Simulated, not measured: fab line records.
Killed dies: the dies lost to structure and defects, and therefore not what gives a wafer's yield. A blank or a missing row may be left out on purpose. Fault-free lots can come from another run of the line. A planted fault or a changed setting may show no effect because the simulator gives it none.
fab line records | flow n5_finfet
record: lots: 6 wafers: 18 last_day: 17
route steps=1938 shown ILD0@337 SDB@347
lots untouched by any fault: they come from a run of this same line in which no faults occurred
start_h: hours from the record's first day to the start of the lot's first wafer shown | wait_h: time in hours since the lot's previous step | " identical to the entry in the row above | L1.1+2: a single row standing in for several wafers | - no value, or no start was given | * or withheld: withheld | < > ~ a bound
route shown NAME@n: a module of which the file shows steps, and the number in the route of the first | usual: mean/standard deviation of fault-free wafers | same: alike in all rows | chamber/n: place in a boat | sites: per-site readings | _std_site: standard deviation across them | _edge_site: inner sites' mean taken away from outer sites' mean | radius_mm: for every site, how far away it sits from the centre of the wafer | mask NAME#n: copy n | behind: the tool/chamber that last shaped the wafer | hold: cause of the lot's hold/its duration in hours/its outcome | device: transistor that didn't switch, given as n, p or np | end of line: the tests these same wafers got at the end of their route | a step without rows: its recipe alone | killed: at the first sort, the dies lost to defects and structure; wafer yield is something else | map: the dies of a wafer, with x for killed, . for not killed, _ for no die there
set.NAME: the setting as run; set.NAME@STEP: as run at that earlier step | model.NAME: the simulator's own value behind a step, which no gauge read
lots at some steps of the route; a table a step, a row a wafer
services: a tool's chamber out of use, with start hour (start_h, from the record's first day; less than 0 if before it), hours out, and reason
== steps ==
step: N5_ILD0_CURE_02
recipe: temp_c: 450 time_s: 1800 ambient: steam idle_temp_c: 400 ramp_up_c_per_min: 5 ramp_down_c_per_min: 3 densification_p_h2o_torr: 640
step: N5_ILD0_CMP_03
recipe: stop_on: SiNx t_overpolish_s: 1.9 post_cmp_clean: alkaline_brush down_force_psi: 4.1491 platen_rpm: 51.796 pad_velocity_m_s: 1.0306 target_thk_nm: 197.38
usual: motor_current_A: 12.2/1.3 overpolish_run_s: 1.900/0.0082 time_to_endpoint_s: 68/5.2
columns lot.wafer tool chamber start_h wait_h motor_current_A overpolish_run_s time_to_endpoint_s
L356.4 cmp-04 3 71.35 0.1 10.9 1.897 65
L356.5 " 0 " " 13.6 1.898 78
L356.6 " 1 " " 11.0 1.886 67
L359.3 cmp-04 0 84.29 0.0 13.4 1.894 74
L359.2 " 1 " " 10.1 1.921 72
L359.4 " 3 " " 11.3 1.900 72
L366.4 cmp-03 3 128.38 0.0 14.6 1.904 69
L366.1 " 1 " " 11.2 1.900 64
L366.5 " 0 " " 10.9 1.900 65
L367.2 cmp-03 0 136.20 0.1 11.3 1.907 64
L367.6 " 1 " " 11.0 1.885 63
L367.5 " 2 " " 12.4 1.898 58
L374.1 cmp-04 1 174.08 0.1 11.1 1.905 64
L374.2 " 2 " " 13.7 1.894 70
L374.4 " 3 " " 11.2 1.909 66
L377.2 cmp-02 3 194.58 0.0 12.7 1.896 80
L377.3 " 0 " " 11.8 1.909 71
L377.4 " 2 " " 11.5 1.895 77
step: N5_ILD0_THK_MEAS_04
usual: thk_nm: 196.9/1.3
columns lot.wafer tool chamber start_h wait_h thk_nm
L356.4 film_metro-02 - 71.54 - 197.4
L356.5 " - " " 197.9
L356.6 " - " " 196.8
L359.2 film_metro-01 - 84.58 - 196.5
L359.3 " - " " 197.7
L359.4 " - " " 196.0
L366.1 film_metro-01 - 128.68 - 195.4
L366.4 " - " " 197.6
L366.5 " - " " 193.3
L367.2 film_metro-02 - 136.38 - 196.1
L367.5 " - " " 197.9
L367.6 " - " " 197.4
L374.1 film_metro-02 - 174.33 - 198.1
L374.2 " - " " 196.4
L374.4 " - " " 195.8
L377.2 film_metro-02 - 194.87 - 199.8
L377.3 " - " " 197.9
L377.4 " - " " 197.9
step: N5_ILD0_CMP_07
recipe: stop_on: poly-Si material: SiO2_flowable t_overpolish_s: 1.18 post_cmp_clean: alkaline_brush down_force_psi: 4.1491 platen_rpm: 51.796 pad_velocity_m_s: 1.0306 target_thk_nm: 138.88
usual: motor_current_A: 12.3/1.4
columns lot.wafer tool chamber start_h wait_h motor_current_A
L356.4 cmp-04 1 71.68 0.1 10.1
L356.6 " 2 " " 13.7
L356.5 " 3 " " 11.9
L359.2 cmp-03 2 84.61 0.0 12.0
L359.4 " 3 " " 15.1
L359.3 " 1 " " 10.9
L366.4 cmp-03 3 128.71 0.0 14.5
L366.1 " 2 " " 12.5
L366.5 " 3 " " 14.1
L367.2 cmp-04 2 136.52 0.1 12.6
L367.6 " 3 " " 11.8
L367.5 " 0 " " 13.9
L374.2 cmp-04 2 174.40 0.1 13.9
L374.1 " 3 " " 11.9
L374.4 " 0 " " 13.2
L377.3 cmp-03 3 194.90 0.0 14.7
L377.2 " 1 " " 10.8
L377.4 " 2 " " 11.5
step: N5_ILD0_THK_MEAS_08
usual: thk_nm: 138.5/1.3
columns lot.wafer tool chamber start_h wait_h thk_nm
L356.4 film_metro-01 - 71.86 - 137.7
L356.5 " - " " 137.2
L356.6 " - " " 139.1
L359.2 film_metro-01 - 84.91 - 135.7
L359.3 " - " " 136.2
L359.4 " - " " 137.4
L366.1 film_metro-02 - 129.00 - 136.1
L366.4 " - " " 139.5
L366.5 " - " " 139.5
L367.2 film_metro-01 - 136.70 - 140.4
L367.5 " - " " 140.5
L367.6 " - " " 140.0
L374.1 film_metro-01 - 174.66 - 137.4
L374.2 " - " " 139.3
L374.4 " - " " 139.9
L377.2 film_metro-02 - 195.20 - 137.4
L377.3 " - " " 139.6
L377.4 " - " " 136.2
step: N5_ILD0_PRECLEAN_10
recipe: chemistry: NF3:NH3 afs_cycles: 5 time_s: 20 temp_c: 30 sublimation_temp_c: 180 sublimation_time_s: 60 pressure_torr: 3 rf_power_w: 30
step: N5_ILD0_ALD_15
recipe: material: SiNx target_thk_a: 240 temp_c: 400 ald_precursor_family: SiH2I2 ald_co_reactant: N2/H2-plasma pulse_time_s: 1 ald_cycles: 480 purge_time_s: 2 co_reactant_purge_time_s: 2 pressure_torr: 2
usual: heater_power_w: 839/120 precursor_pulse_height_rel: 1.001/0.021
columns lot.wafer tool chamber start_h wait_h heater_power_w precursor_pulse_height_rel
L356.4 ald_sin-01 1 73.23 0.5 828 1.015
L356.5 " 2 74.32 1.3 839 1.020
L356.6 " 0 " " 666 0.972
L359.2 ald_sin-04 2 86.24 1.1 888 0.981
L359.3 " 1 " " 806 1.002
L359.4 " 0 " " 801 1.003
L366.1 ald_sin-01 3 129.73 0.6 773 1.055
L366.4 " 0 " " 661 0.995
L366.5 " 2 130.82 1.2 808 1.008
L367.2 ald_sin-01 0 137.42 0.5 688 1.010
L367.5 " 1 138.51 1.2 841 0.972
L367.6 " 2 " " 840 0.978
L374.1 ald_sin-01 1 175.37 0.6 838 0.984
L374.2 " 2 " " 838 0.993
L374.4 " 0 " " 665 1.022
L377.2 ald_sin-04 2 196.34 0.9 886 1.006
L377.3 " 3 " " 814 1.002
L377.4 " 0 " " 808 1.025
step: N5_ILD0_CMP_12
recipe: stop_on: poly-Si material: SiNx t_overpolish_s: 6 post_cmp_clean: alkaline_brush down_force_psi: 2.5 platen_rpm: 51.8 pad_velocity_m_s: 1.0307 target_thk_nm: 17.67
usual: motor_current_A: 9.0/0.96 overpolish_run_s: 6.001/0.0088 time_to_endpoint_s: 28/3.5
columns lot.wafer tool chamber start_h wait_h motor_current_A overpolish_run_s time_to_endpoint_s
L356.4 cmp-04 3 75.56 1.2 8.3 6.009 27
L356.6 " 0 " " 9.8 5.998 30
L356.5 " 1 " " 7.8 5.995 26
L359.4 cmp-03 2 88.44 1.1 9.0 6.005 25
L359.2 " 0 " " 8.8 5.984 28
L359.3 " 1 " " 8.3 6.003 28
L366.4 cmp-04 2 131.97 1.2 10.1 5.992 30
L366.1 " 3 " " 8.7 5.996 30
L366.5 " 1 " " 7.5 6.010 27
L367.2 cmp-03 0 139.70 1.2 8.4 6.014 26
L367.5 " 2 " " 9.3 6.001 21
L367.6 " 3 " " 10.6 6.010 28
L374.2 cmp-02 2 177.57 1.1 8.0 6.003 28
L374.1 " 0 " " 8.5 6.007 29
L374.4 " 1 " " 9.1 6.008 26
L377.3 cmp-03 1 198.54 1.1 7.8 6.004 29
L377.2 " 2 " " 8.8 5.991 26
L377.4 " 0 " " 8.2 6.009 30
step: N5_ILD0_THK_MEAS_13
usual: thk_nm: 17.2/1.6
columns lot.wafer tool chamber start_h wait_h thk_nm
L356.4 film_metro-01 - 75.74 - 17.4
L356.5 " - " " 17.8
L356.6 " - " " 18.8
L359.2 film_metro-01 - 88.73 - 16.4
L359.3 " - " " 16.1
L359.4 " - " " 14.8
L366.1 film_metro-02 - 132.23 - 17.9
L366.4 " - " " 19.5
L366.5 " - " " 17.1
L367.2 film_metro-01 - 139.92 - 18.7
L367.5 " - " " 15.4
L367.6 " - " " 18.9
L374.1 film_metro-01 - 177.87 - 17.2
L374.2 " - " " 15.9
L374.4 " - " " 15.7
L377.2 film_metro-01 - 198.83 - 15.4
L377.3 " - " " 17.5
L377.4 " - " " 17.0
step: N5_ILD0_INSPECT_06
recipe: inspect_instrument: darkfield mode: post_cmp
usual: raw_defect_count: 38/15
columns lot.wafer tool chamber start_h wait_h raw_defect_count
L356.4 defect_inspect-01 - 75.77 0.0 45
L356.5 " - " " 38
L356.6 " - " " 33
L359.2 defect_inspect-01 - 88.76 0.0 68
L359.3 " - " " 37
L359.4 " - " " 45
L366.1 defect_inspect-02 - 132.26 0.0 32
L366.4 " - " " 14
L366.5 " - " " 23
L367.2 defect_inspect-01 - 139.94 0.0 22
L367.5 " - " " 28
L367.6 " - " " 39
L374.1 defect_inspect-02 - 177.89 0.0 39
L374.2 " - " " 40
L374.4 " - " " 37
L377.2 defect_inspect-02 - 198.86 0.0 34
L377.3 " - " " 71
L377.4 " - " " 64
step: N5_SDB_HM_DEP_00
recipe: material: SiNx target_thk_a: 400 temp_c: 400 precursor: SiH4/NH3/N2 pressure_torr: 1.5 rf_w: 300 time_s: 35.3
usual: heater_power_w: 773/100 showerhead_plenum_p_Torr: 5.15/0.058 throttle_valve_pct: 40.1/2.1
columns lot.wafer tool chamber start_h wait_h heater_power_w showerhead_plenum_p_Torr throttle_valve_pct
L356.4 pecvd-04 0 75.83 0.1 920 5.19 39.6
L356.5 " 1 " " 688 5.21 41.6
L356.6 " 2 " " 796 5.20 37.2
L359.2 pecvd-04 2 88.80 0.0 820 5.21 37.3
L359.3 " 0 " " 774 5.18 39.4
L359.4 " 1 " " 682 5.20 41.6
L366.1 pecvd-03 0 132.29 0.0 838 5.14 39.3
L366.4 " 2 " " 672 5.13 40.7
L366.5 " 1 " " 700 5.21 43.3
L367.2 pecvd-02 1 139.98 0.0 906 5.10 42.4
L367.5 " 1 " " 880 5.10 42.4
L367.6 " 0 " " 712 5.12 40.7
L374.1 pecvd-04 2 177.93 0.0 844 5.19 37.3
L374.2 " 1 " " 638 5.21 42.0
L374.4 " 1 " " 622 5.21 41.8
L377.2 pecvd-03 2 198.90 0.0 646 5.13 40.7
L377.3 " 0 " " 812 5.13 39.7
L377.4 " 2 " " 645 5.14 40.4
step: N5_SDB_COAT_03
recipe: resist: SOC temp_c: 250 time_s: 60 spin_rpm: 1500 resist_thk_nm: 100
step: N5_SDB_COAT_04
recipe: resist: SiARC temp_c: 220 time_s: 60 spin_rpm: 1500 resist_thk_nm: 18
usual: run_length_s: 66.27/0.14
columns lot.wafer tool chamber start_h wait_h run_length_s
L356.4 litho_track-01 0 75.89 - 66.09
L356.5 " 0 " " 66.38
L356.6 " 0 " " 66.25
L359.2 litho_track-02 0 88.88 - 66.17
L359.3 " 0 " " 66.16
L359.4 " 0 " " 66.19
L366.1 litho_track-01 0 132.38 - 66.13
L366.4 " 0 " " 66.15
L366.5 " 0 " " 70.50
L367.2 litho_track-01 0 140.06 - 66.22
L367.5 " 0 " " 70.50
L367.6 " 0 " " 70.44
L374.1 litho_track-05 0 178.02 - 66.42
L374.2 " 0 " " 66.65
L374.4 " 0 " " 66.27
L377.2 litho_track-01 0 198.98 - 66.53
L377.3 " 0 " " 66.31
L377.4 " 0 " " 66.28
step: N5_SDB_COAT_05
recipe: resist: CAR-ArF spin_rpm: 1500 resist_thk_nm: 90
== services ==
columns tool chamber start_h hours kind
cmp-03 - 51.33 1.6 repair
pecvd-04 2 56.57 5.3 repair
ald_sin-01 0 57.93 6.9 repair
cmp-03 - 59.37 3.5 repair
cmp-03 - 68.99 4.0 pm
cmp-04 - 77.16 1.1 repair
pecvd-04 - 85.71 0.6 repair
ald_sin-01 2 86.81 36.7 repair
cmp-02 - 94.82 0.7 repair
cmp-04 - 96.85 1.0 repair
cmp-04 - 106.25 0.8 repair
cmp-03 - 109.17 2.9 repair
ald_sin-04 3 118.43 18.7 repair
cmp-03 - 118.77 1.5 repair
cmp-02 - 123.53 3.4 repair
cmp-04 - 136.63 9.2 pm
cmp-03 - 142.80 0.4 repair
cmp-04 - 146.08 4.0 pm
pecvd-04 - 148.13 1.1 repair
cmp-03 - 153.91 0.3 repair
pecvd-03 - 169.69 2.8 pm
pecvd-04 - 175.90 0.9 repair
cmp-04 - 181.87 3.1 repair
cmp-02 - 196.66 6.3 pm
== key ==
first_sign: step: N5_SDB_COAT_04 reading: run_length_s direction: up sigmas: 31 usual: * struck: *
effect none on later readings
met_at N5_SDB_COAT_04
struck_wafers L366.5,L367.5,L367.6
tester_left_out L366,L367
onset_between 75.89 132.38
fault: kind: process_parameter_drift tool: litho_track-01 chamber: - onset_h: 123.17 steps: N5_SDB_COAT_04 channel: time_s offset: * shape: step end_h: 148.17 scope: struck_wafers_only acts_in: * stated: *
tester_left_out: of these lots the tester's yield and bins aren't shown, on N5 and GAA mostly nor the transistor test; their killed dies are dies lost to structure and defects alone, not to doping, threshold or leakage, so they don't give the yield
